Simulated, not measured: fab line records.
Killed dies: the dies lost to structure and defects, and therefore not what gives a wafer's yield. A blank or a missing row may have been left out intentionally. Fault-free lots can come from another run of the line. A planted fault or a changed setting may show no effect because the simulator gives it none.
fab line records	flow nandHarc
[record] lots = 5	wafers = 15	lastDay = 34
route steps=1302 shown A_BLC@1110 END@1302
lots that met no fault: taken from a fault-free run of the same line
startH: the number of hours between the record's first day and the start of the first shown wafer of the lot	waitH: hours since the lot's step before	" repeats the value in the row above	L1.1+2: a row that stands for several wafers	- no value, or no start was given	* or withheld: withheld	< > ~ a bound
route shown NAME@n: a module of which the file shows steps, and the number in the route of the first	usual: the fault-free wafers' mean and standard deviation	same: alike in all rows	chamber/n: place in a boat	sites: the reading at each site	_std_site: standard deviation of those values	_edge_site: inner sites' mean taken away from outer sites' mean	radiusMm: how far each site lies from the wafer's centre	mask NAME#n: copy n	behind: tool/chamber where the wafer was last shaped	hold: why the lot went on hold/how many hours it stayed there/how the hold came to an end	device: the n, p or np transistor that did not switch	end of line: tests of these same wafers at the route's end	step lacking rows: just its recipe	killed: the dies lost at the first sort to structure and to defects; this is not the yield of the wafer	map: a wafer's dies, marking killed ones x, the rest . and places with no die _
set.NAME: the run value of the setting; set.NAME@STEP: its run value at that earlier step	model.NAME: the simulator's own value behind a step, which no gauge read
lots seen at some steps along the route; tables by step, rows by wafer
services: the hour from which a tool's chamber was out of use, counted from the record's first day as startH (under 0 if before that day), plus the number of hours and why
[[steps]]
[step NHARC_A_BLC_COAT_03]
[recipe] tempC = 225	timeS = 65
[step NHARC_A_BLC_COAT_04]
[recipe] spinRpm = 1500	resistThkNm = 90
[step NHARC_A_BLC_SOFTBAKE_05]
[recipe] tempC = 105	timeS = 55
[step NHARC_A_BLC_EBR_06]
[step NHARC_A_BLC_EXPOSE_07]
[recipe] na = 1.35	targetCdNm = 100	doseMj = 67.97	maskId = A_BLC
[step NHARC_A_BLC_PEB_08]
[recipe] pebTempC = 100	pebTimeS = 65
[step NHARC_A_BLC_DEVELOP_09]
[recipe] developTimeS = 35	devTempC = 23
[step NHARC_A_BLC_CD_MEAS_10]
[recipe] targetCdNm = 100	landingEnergyEv = 500
[usual] cdNm = 99.9/0.58
lot.wafer	tool	chamber	startH	waitH	cdNm
L299.2	cdSem-02	0	542.82	-	100.0
L299.3	"	0	"	"	99.8
L299.5	"	0	"	"	100.9
L301.1	cdSem-03	0	595.36	-	99.2
L301.5	"	0	"	"	99.4
L301.6	"	0	"	"	99.0
L311.2	cdSem-02	0	647.89	-	99.8
L311.4	"	0	"	"	98.9
L311.6	"	0	"	"	99.8
L320.4	cdSem-02	0	749.64	-	100.5
L320.5	"	0	"	"	100.0
L320.6	"	0	"	"	100.5
L321.1	cdSem-02	0	763.69	-	100.2
L321.2	"	0	"	"	100.7
L321.4	"	0	"	"	101.0
[step NHARC_A_BLC_OVL_MEAS_11]
[usual] overlayXNm = -0.2/0.89	overlayYNm = 0.1/0.91
lot.wafer	tool	chamber	startH	waitH	overlayXNm	overlayYNm
L299.2	overlay-02	-	542.90	-	-1.1	1.5
L299.3	"	-	"	"	-1.0	1.5
L299.5	"	-	"	"	-0.7	1.3
L301.1	overlay-01	-	595.45	-	-0.2	0.2
L301.5	"	-	"	"	0.2	0.2
L301.6	"	-	"	"	0.2	-0.1
L311.2	overlay-02	-	647.98	-	1.4	0.6
L311.4	"	-	"	"	1.4	0.6
L311.6	"	-	"	"	1.5	0.7
L320.4	overlay-02	-	749.72	-	0.3	1.7
L320.5	"	-	"	"	0.3	0.8
L320.6	"	-	"	"	0.0	1.0
L321.1	overlay-02	-	763.77	-	1.3	0.1
L321.2	"	-	"	"	0.5	-0.3
L321.4	"	-	"	"	0.0	-0.1
[step NHARC_A_BLC_INSPECT_12]
[usual] rawDefectCount = 89/39
lot.wafer	tool	chamber	startH	waitH	rawDefectCount
L299.2	defectInspect-02	-	542.94	0.0	54
L299.3	"	-	"	"	46
L299.5	"	-	"	"	50
L301.1	defectInspect-01	-	595.49	0.0	85
L301.5	"	-	"	"	62
L301.6	"	-	"	"	52
L311.2	defectInspect-02	-	648.02	0.0	118
L311.4	"	-	"	"	141
L311.6	"	-	"	"	116
L320.4	defectInspect-01	-	749.75	0.0	60
L320.5	"	-	"	"	63
L320.6	"	-	"	"	57
L321.1	defectInspect-02	-	763.81	0.0	94
L321.2	"	-	"	"	101
L321.4	"	-	"	"	93
[step NHARC_A_BLC_DESCUM_15]
[recipe] timeS = 3	o2FlowSccm = 200	arFlowSccm = 0	biasPowerW = 0	chemistry = O2
[usual] drypumpMotorCurrentA = 5.87/0.25	o2FlowSccm = 200.0/0.6	oesProductAu = 1.006/0.01	rfVppV = 57.6/0.86	showerheadPlenumPTorr = 1.85/0.039	throttleValvePct = 11.311/0.0086
[same] biasPowerW = 0
lot.wafer	tool	chamber	startH	waitH	drypumpMotorCurrentA	o2FlowSccm	oesProductAu	rfHoursCounterH	rfVppV	showerheadPlenumPTorr	throttleValvePct
L299.3	rieDiel-11	3	543.00	0.1	5.74	199.9	1.015	10	59.0	1.88	11.315
L299.2	"	2	"	"	5.65	201.2	1.023	9	58.0	1.87	11.314
L299.5	"	3	"	"	5.76	199.7	1.015	-	56.0	1.88	11.335
L301.1	rieDiel-11	0	595.57	0.1	6.04	200.1	1.015	13	57.4	1.82	11.320
L301.5	"	2	"	"	5.63	200.3	1.009	-	58.6	1.87	11.315
L301.6	"	3	"	"	5.74	200.2	1.024	-	56.6	1.88	11.300
L311.4	rieDiel-11	0	648.08	0.1	6.04	200.2	1.017	3	57.4	1.82	11.290
L311.2	"	1	"	"	5.92	199.7	0.999	3	56.7	1.87	11.301
L311.6	"	0	"	"	6.06	199.0	1.012	-	55.9	1.82	11.313
L320.4	rieDiel-11	2	749.81	0.1	5.64	200.0	1.012	10	57.5	1.87	11.306
L320.6	"	2	"	"	5.65	199.9	1.010	-	57.9	1.87	11.317
L320.5	"	3	"	"	5.75	200.1	1.017	-	56.9	1.87	11.317
L321.2	rieDiel-11	2	763.87	0.1	5.66	199.7	1.000	11	58.0	1.87	11.305
L321.1	"	0	"	"	6.03	200.1	1.014	13	58.8	1.81	11.310
L321.4	"	1	"	"	5.96	200.9	0.986	13	58.3	1.86	11.306
[step NHARC_A_BLC_ETCH_16]
[recipe] targetDepthA = 390	overEtchFrac = 0.3	timeS = 65	ionEnergyEv = 80	cf4FlowSccm = 150	arFlowSccm = 0	rfW = 300	biasW = 100	chemistry = CF4
[usual] drypumpMotorCurrentA = 5.87/0.24	oesProductAu = 1.007/0.01	rfVppV = 150.6/0.99	runLengthS = 86.3/0.34	showerheadPlenumPTorr = 1.72/0.033	throttleValvePct = 13.284/0.0086
lot.wafer	tool	chamber	startH	waitH	drypumpMotorCurrentA	oesProductAu	rfHoursCounterH	rfVppV	runLengthS	showerheadPlenumPTorr	throttleValvePct
L299.2	rieDiel-11	1	543.08	0.1	5.96	1.001	9	149.8	86.4	1.73	13.280
L299.3	"	2	"	"	5.65	1.016	9	149.9	85.9	1.73	13.283
L299.5	"	1	"	"	5.92	0.990	-	152.5	86.3	1.73	13.289
L301.1	rieDiel-11	3	595.66	0.1	5.72	1.014	13	150.9	86.5	1.74	13.274
L301.6	"	0	"	"	6.04	1.005	-	148.0	86.4	1.69	13.283
L301.5	"	1	"	"	5.96	1.001	-	150.9	86.7	1.73	13.281
L311.4	rieDiel-11	3	648.17	0.1	5.70	1.003	2	150.6	86.4	1.74	13.295
L311.2	"	1	"	"	5.95	0.990	3	151.3	86.3	1.73	13.279
L311.6	"	2	"	"	5.66	1.003	-	153.3	85.8	1.73	13.291
L320.4	rieDiel-11	2	749.90	0.1	5.65	1.005	10	149.8	86.1	1.73	13.279
L320.6	"	1	"	"	5.93	1.009	-	149.4	86.5	1.73	13.277
L320.5	"	2	"	"	5.67	1.013	-	149.1	86.2	1.73	13.279
L321.2	rieDiel-11	0	763.96	0.1	6.04	1.028	13	150.5	86.7	1.68	13.287
L321.4	"	1	"	"	5.98	1.010	13	151.0	86.6	1.73	13.276
L321.1	"	2	"	"	5.64	1.006	11	150.6	86.4	1.73	13.281
[step NHARC_A_BLC_ETCH_17]
[recipe] targetDepthA = 3900	overEtchFrac = 0.25	timeS = 609.38	ionEnergyEv = 200	n2FlowSccm = 150	h2FlowSccm = 150	arFlowSccm = 0	rfW = 400	biasW = 150	chemistry = N2/H2
[usual] drypumpMotorCurrentA = 5.87/0.25	oesProductAu = 1.006/0.0099	rfVppV = 428.8/1.5	runLengthS = 630.8/0.33	showerheadPlenumPTorr = 1.98/0.044	throttleValvePct = 14.171/0.0092
lot.wafer	tool	chamber	startH	waitH	drypumpMotorCurrentA	oesProductAu	rfHoursCounterH	rfVppV	runLengthS	showerheadPlenumPTorr	throttleValvePct
L299.2	rieDiel-11	1	543.22	-	5.93	0.985	9	430.7	630.9	1.99	14.177
L299.3	"	3	"	"	5.73	1.005	10	429.0	630.6	2.00	14.175
L299.5	"	1	"	"	5.92	1.000	-	430.1	630.6	1.99	14.162
L301.1	rieDiel-11	0	595.82	-	6.05	1.008	13	428.9	630.8	1.94	14.156
L301.5	"	2	"	"	5.67	1.011	-	429.9	630.4	1.99	14.159
L301.6	"	3	"	"	5.72	1.018	-	429.4	630.6	2.00	14.176
L311.4	rieDiel-11	1	648.25	-	5.94	0.997	3	429.0	614.0	1.99	14.157
L311.2	"	0	"	"	6.04	1.016	3	427.4	614.0	1.93	14.182
L311.6	"	1	"	"	5.97	1.000	-	428.6	630.7	1.99	14.159
L320.4	rieDiel-11	0	749.99	-	6.04	1.016	12	426.4	630.8	1.93	14.159
L320.5	"	0	"	"	6.05	1.021	-	427.5	631.0	1.93	14.176
L320.6	"	1	"	"	5.93	1.009	-	429.8	631.2	1.99	14.192
L321.1	rieDiel-11	2	764.09	-	5.65	1.008	11	428.7	630.5	1.99	14.165
L321.4	"	3	"	"	5.73	1.018	13	429.1	630.9	1.99	14.171
L321.2	"	0	"	"	6.05	1.024	14	427.1	630.6	1.93	14.167
[step NHARC_A_BLC_ETCH_18]
[recipe] targetDepthA = 9100	c4f8FlowSccm = 20	o2FlowSccm = 10	arFlowSccm = withheld	rfW = 600	biasW = 1500	chemistry = C4F8/O2/Ar
[usual] oesProductAu = 0.959/0.021	rfVppV = 974.1/3
lot.wafer	tool	chamber	startH	waitH	oesProductAu	rfHoursCounterH	rfVppV
L299.3	rieDiel-11	3	-	-	0.972	10	975.1
L299.2	"	2	"	"	0.983	9	974.9
L299.5	"	0	"	"	0.974	-	970.8
L301.1	rieDiel-11	1	-	-	0.976	13	975.1
L301.5	"	1	"	"	0.981	-	975.7
L301.6	"	2	"	"	0.964	-	975.1
L311.2	rieDiel-11	3	-	-	0.973	2	976.0
L311.4	"	0	"	"	0.964	3	971.3
L311.6	"	2	"	"	0.964	-	975.0
L320.4	rieDiel-11	1	-	-	0.984	12	974.4
L320.5	"	3	"	"	0.985	-	974.7
L320.6	"	0	"	"	0.986	-	970.5
L321.1	rieDiel-11	1	-	-	0.986	13	975.7
L321.2	"	2	"	"	0.963	12	975.9
L321.4	"	0	"	"	1.008	14	970.7
[step NHARC_END_SORT_01]
[recipe] tempC = 25
[usual] killedAtArray = 56/21	killedAtOther = 0.8/1	killedAtPeriphery = 3.6/2.8	killedDies = 60/20	killedOpen = 3.2/1.9	killedShort = 2.4/1.6
[same] grossDies = 677
lot.wafer	tool	chamber	startH	waitH	killedAtArray	killedAtOther	killedAtPeriphery	killedDies	killedOpen	killedShort
L299.2	prober-02	0	589.33	2.8	36	1	3	40	2	3
L299.3	prober-02	0	590.13	3.1	39	0	6	45	3	3
L299.5	prober-02	0	591.73	3.7	43	1	3	47	2	3
L301.1	prober-02	0	639.42	2.5	44	5	5	54	2	3
L301.5	prober-02	0	642.60	3.7	42	1	5	48	3	1
L301.6	prober-02	0	643.40	4.0	39	2	2	43	6	1
L311.2	prober-01	0	697.46	2.8	73	1	6	80	6	0
L311.4	prober-01	0	699.08	3.4	77	0	1	78	4	1
L311.6	prober-01	0	700.70	4.0	79	3	0	82	3	2
L321.1	prober-01	0	811.22	2.5	46	0	4	50	7	5
L321.2	prober-01	0	812.02	2.8	50	2	2	54	1	5
L321.4	prober-01	0	813.62	3.4	60	0	2	62	4	1
// killed by level:class
L299.2 A_SLIT:chamberFilmFlake=14 A_STAIRCASE:chamberFilmFlake=7 A_CHANNEL_HOLE_D2:chamberFilmFlake=4 P_STI:geometricParticle:short=2 A_CONTACT:chamberFilmFlake=2 A_CHANNEL_HOLE_D1:geometricParticle:short=1 A_CHANNEL_FILL_D2:geometricParticle:open=1 A_M0:geometricParticle:open=1
L299.3 A_SLIT:chamberFilmFlake=20 A_CHANNEL_HOLE_D2:chamberFilmFlake=10 A_STAIRCASE:chamberFilmFlake=4 A_DECK1_JOINT:chamberFilmFlake=2 P_STI:geometricParticle:open=1 P_CONTACT:geometricParticle:open=1 P_M0:geometricParticle:short=1 P_BONDPAD:geometricParticle:short=1
L299.5 A_SLIT:chamberFilmFlake=23 A_CHANNEL_HOLE_D2:chamberFilmFlake=5 A_STAIRCASE:chamberFilmFlake=5 A_CONTACT:chamberFilmFlake=3 P_ZERO_WELL:chamberFilmFlake=2 P_GATE:geometricParticle:short=1 A_CHANNEL_HOLE_D1:geometricParticle:short=1 A_CHANNEL_FILL_D1:geometricParticle:open=1
L301.1 A_SLIT:chamberFilmFlake=30 A_CHANNEL_HOLE_D2:chamberFilmFlake=5 THIN_TSV:chamberFilmFlake=5 A_STAIRCASE:chamberFilmFlake=3 A_CHANNEL_FILL_D2:geometricParticle:short=2 A_DECK1_JOINT:chamberFilmFlake=2 P_GATE:geometricParticle:short=1 P_GATE:geometricParticle:open=1
L301.5 A_SLIT:chamberFilmFlake=25 A_CHANNEL_HOLE_D2:chamberFilmFlake=9 P_ZERO_WELL:chamberFilmFlake=5 A_ONON_D1:geometricParticle:open=2 A_CHANNEL_HOLE_D1:chamberFilmFlake=2 A_CONTACT:chamberFilmFlake=2 A_CHANNEL_HOLE_D2:geometricParticle:short=1 A_CHANNEL_HOLE_D2:geometricParticle:open=1
L301.6 A_SLIT:chamberFilmFlake=18 A_CHANNEL_HOLE_D2:chamberFilmFlake=11 THIN_TSV:chamberFilmFlake=2 P_CONTACT:geometricParticle:open=1 P_M2:geometricParticle:open=1 A_ONON_D2:geometricParticle:open=1 A_WL_FILL:geometricParticle:short=1 A_WL_FILL:geometricParticle:open=1
L311.2 A_CHANNEL_HOLE_D1:chamberFilmFlake=31 A_SLIT:chamberFilmFlake=20 A_CONTACT:chamberFilmFlake=8 P_STI:chamberFilmFlake=3 A_CHANNEL_HOLE_D2:chamberFilmFlake=3 A_STAIRCASE:chamberFilmFlake=3 A_WL_FILL:chamberFilmFlake=3 A_ONON_D1:geometricParticle:open=2
L311.4 A_CHANNEL_HOLE_D1:chamberFilmFlake=30 A_SLIT:chamberFilmFlake=20 A_CONTACT:chamberFilmFlake=9 A_CHANNEL_HOLE_D2:chamberFilmFlake=8 A_STAIRCASE:chamberFilmFlake=4 A_CHANNEL_FILL_D1:geometricParticle:open=2 A_CHANNEL_FILL_D2:geometricParticle:open=1 A_SGD_CUT:geometricParticle:short=1
L311.6 A_SLIT:chamberFilmFlake=35 A_CHANNEL_HOLE_D1:chamberFilmFlake=28 A_CONTACT:chamberFilmFlake=7 STARTING-WAFER:geometricParticle:open=2 A_STAIRCASE:chamberFilmFlake=2 A_WL_FILL:chamberFilmFlake=2 A_SOURCE_PLATE:geometricParticle:open=1 A_ONON_D1:geometricParticle:short=1
L321.1 A_SLIT:chamberFilmFlake=15 A_CHANNEL_HOLE_D2:chamberFilmFlake=13 A_CONTACT:chamberFilmFlake=5 A_CHANNEL_FILL_D2:geometricParticle:open=2 A_M1:chamberFilmFlake=2 P_CONTACT:geometricParticle:short=1 P_M0:geometricParticle:short=1 P_M0:geometricParticle:open=1
L321.2 A_CHANNEL_HOLE_D2:chamberFilmFlake=21 A_SLIT:chamberFilmFlake=19 A_WL_FILL:geometricParticle:short=2 A_CONTACT:chamberFilmFlake=2 A_M1:chamberFilmFlake=2 THIN_TSV:chamberFilmFlake=2 P_STI:geometricParticle:short=1 A_CHANNEL_HOLE_D1:geometricParticle:open=1
L321.4 A_CHANNEL_HOLE_D2:chamberFilmFlake=30 A_SLIT:chamberFilmFlake=20 A_M1:chamberFilmFlake=4 A_CONTACT:chamberFilmFlake=3 P_CONTACT:geometricParticle:open=1 P_M0:geometricParticle:open=1 A_CHANNEL_FILL_D2:geometricParticle:open=1 A_M0:geometricParticle:open=1
[[services]]
tool	chamber	startH	hours	kind
rieDiel-11	0	539.50	-	clean
rieDiel-11	1	539.50	-	clean
rieDiel-11	2	539.50	-	clean
rieDiel-11	3	539.50	-	clean
rieDiel-11	0	564.00	-	clean
rieDiel-11	1	564.00	-	clean
rieDiel-11	2	564.00	-	clean
rieDiel-11	3	564.00	-	clean
rieDiel-11	0	588.50	-	clean
rieDiel-11	1	588.50	-	clean
rieDiel-11	2	588.50	-	clean
rieDiel-11	3	588.50	-	clean
rieDiel-11	-	609.50	9.0	pm
rieDiel-11	0	609.50	9.0	ventCycle
rieDiel-11	1	609.50	9.0	ventCycle
rieDiel-11	2	609.50	9.0	ventCycle
rieDiel-11	3	609.50	9.0	ventCycle
rieDiel-11	0	618.50	-	clean
rieDiel-11	1	618.50	-	clean
rieDiel-11	2	618.50	-	clean
rieDiel-11	3	618.50	-	clean
rieDiel-11	2	623.69	6.2	repair
rieDiel-11	2	637.53	5.5	repair
rieDiel-11	0	643.00	-	clean
[[key]]
[firstSign] step = NHARC_A_BLC_ETCH_17	reading = runLengthS	direction = down	sigmas = 50	usual = *	struck = *
effect none on later readings
metAt NHARC_A_BLC_ETCH_17
struckWafers L311.2,L311.4
testerLeftOut L311
onsetBetween 595.82 648.25
[fault] kind = processParameterDrift	tool = rieDiel-11	chamber = -	onsetH = 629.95	steps = NHARC_A_BLC_ETCH_17	channel = timeS	offset = *	shape = step	endH = 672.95	scope = struckWafersOnly	actsIn = *	stated = *
// testerLeftOut: of these lots the tester's yield and bins aren't shown, on N5 and GAA mostly nor the transistor test; their killed dies are dies lost to structure and defects alone, not to doping, threshold or leakage, so they don't give the yield
